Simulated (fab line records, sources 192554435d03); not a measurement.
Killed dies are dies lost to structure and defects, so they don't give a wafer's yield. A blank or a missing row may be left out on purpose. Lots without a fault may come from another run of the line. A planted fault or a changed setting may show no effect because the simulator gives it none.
Chamber matching | flow n5_finfet | N5_GATE_CUT_CMP_61 on cmp-02: 4 sister chambers
The step polishes, stops on SiNx, t overpolish 3 s. 8 wafers are shown with their chamber, then 7 later ones without.

WAFERS WITH THEIR CHAMBER
wafer  | chamber | motor_current_A (A) | slurry_flow_ml_min
L078.4 | 3       | 12.0                | 150.1
L078.5 | 2       | 10.3                | 150.6
L087.2 | 1       | 13.9                | 149.9
L090.1 | 2       | 10.2                | 150.3
L090.2 | 0       | 11.4                | 150.1
L090.6 | 1       | 13.7                | 150.2
L093.1 | 3       | 12.0                | 150.5
L093.2 | 0       | 12.0                | 149.9

WAFERS WITHOUT THEIR CHAMBER
wafer  | motor_current_A (A) | slurry_flow_ml_min
L093.6 | 10.3                | 150.1
L095.2 | 12.5                | 150.9
L095.3 | 12.0                | 150.1
L095.5 | 9.9                 | 150.2
L097.4 | 13.8                | 149.7
L097.5 | 12.3                | 149.5
L097.6 | 11.7                | 150.2

WHICH CHAMBER EACH WENT THROUGH
wafer  | from the rows above     | in truth
L093.6 | 2                       | 2
L095.2 | can't be placed: 3 or 0 | 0
L095.3 | can't be placed: 3 or 0 | 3
L095.5 | 2                       | 2
L097.4 | 1                       | 1
L097.5 | can't be placed: 0 or 3 | 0
L097.6 | can't be placed: 0 or 3 | 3
Placed correctly: 3 of 7. Can't be placed from these rows: 4 (the true chamber is among the candidates in 4). Placed wrongly: 0.
How it was worked out, from the rows above alone: a wafer's distance from a chamber is the root of the sum, over the readings, of the square of ((its reading less the chamber's mean) divided by the reading's scatter). The wafer belongs to the nearest chamber; if the next one is less than 2 further off, it can't be placed. A chamber's mean is the mean of its shown wafers. The scatter: the root of (the sum of the squares of (reading less its chamber's mean) over the shown wafers, divided by (wafers less chambers)).
